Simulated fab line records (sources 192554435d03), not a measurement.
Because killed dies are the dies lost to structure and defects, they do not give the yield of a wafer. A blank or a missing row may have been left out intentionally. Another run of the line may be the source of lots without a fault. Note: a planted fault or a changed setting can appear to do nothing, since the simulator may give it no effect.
Chamber matching    flow n5 finfet    pecvd-02 running N5_BEOL_M12_DEP_53: 3 sister chambers
The step deposits SiCN from 3MS/NH3, target thk 30 nm, time 10.5 s. 16 wafers are shown with their chamber, then 8 later ones without.

WAFERS PAIRED WITH THEIR CHAMBERS
wafer   chamber  throttle valve pct (%)  showerhead plenum p Torr (Torr)
L081.1  2        17.6                    4.151
L081.2  1        17.8                    4.177
L081.3  0        16.7                    4.170
L081.4  1        17.9                    4.157
L081.5  0        16.8                    4.167
L081.6  2        17.7                    4.150
L082.2  1        17.8                    4.159
L082.3  2        17.7                    4.154
L082.4  1        17.7                    4.169
L085.1  2        18.0                    4.151
L085.3  1        18.1                    4.167
L085.5  2        17.4                    4.149
L093.1  2        17.6                    4.157
L093.2  0        17.2                    4.166
L093.3  1        17.9                    4.169
L093.4  0        17.0                    4.174

SIGNATURES, as means of the wafers listed above
reading                   chamber 0  chamber 1  chamber 2  scatter within a chamber
throttle valve pct        16.925     17.867     17.667     0.183
showerhead plenum p Torr  4.16925    4.16633    4.15200    0.0052
Rule: a wafer lies at a distance from a chamber equal to the root of the sum of squares, over the readings, of (its reading less the chamber's mean, divided by the reading's scatter). The wafer belongs to the nearest chamber; if the next one is less than 2 further off, it can't be placed. The scatter: the root of (the sum of the squares of (reading less its chamber's mean) over the shown wafers, divided by (wafers less chambers)).

WAFERS WITH NO CHAMBER GIVEN
wafer   throttle valve pct (%)  showerhead plenum p Torr (Torr)
L093.5  18.1                    4.158
L093.6  18.1                    4.150
L094.2  16.8                    4.159
L094.3  18.0                    4.142
L094.6  17.9                    4.165
L096.4  17.9                    4.151
L096.5  18.1                    4.138
L096.6  17.2                    4.157

THE CHAMBER EACH PASSED THROUGH
wafer   from the rows above           in truth
L093.5  can't be placed: 1 or 2       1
L093.6  can't be placed: 2 or 1       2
L094.2  0                             0
L094.3  2                             2
L094.6  1                             1
L096.4  can't be placed: 2 or 1       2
L096.5  2                             2
L096.6  can't be placed: 2 or 0 or 1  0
Correctly placed: 4 of 8. These rows do not allow placing 4 (true chamber among the candidates in 4). Placed wrongly: 0.
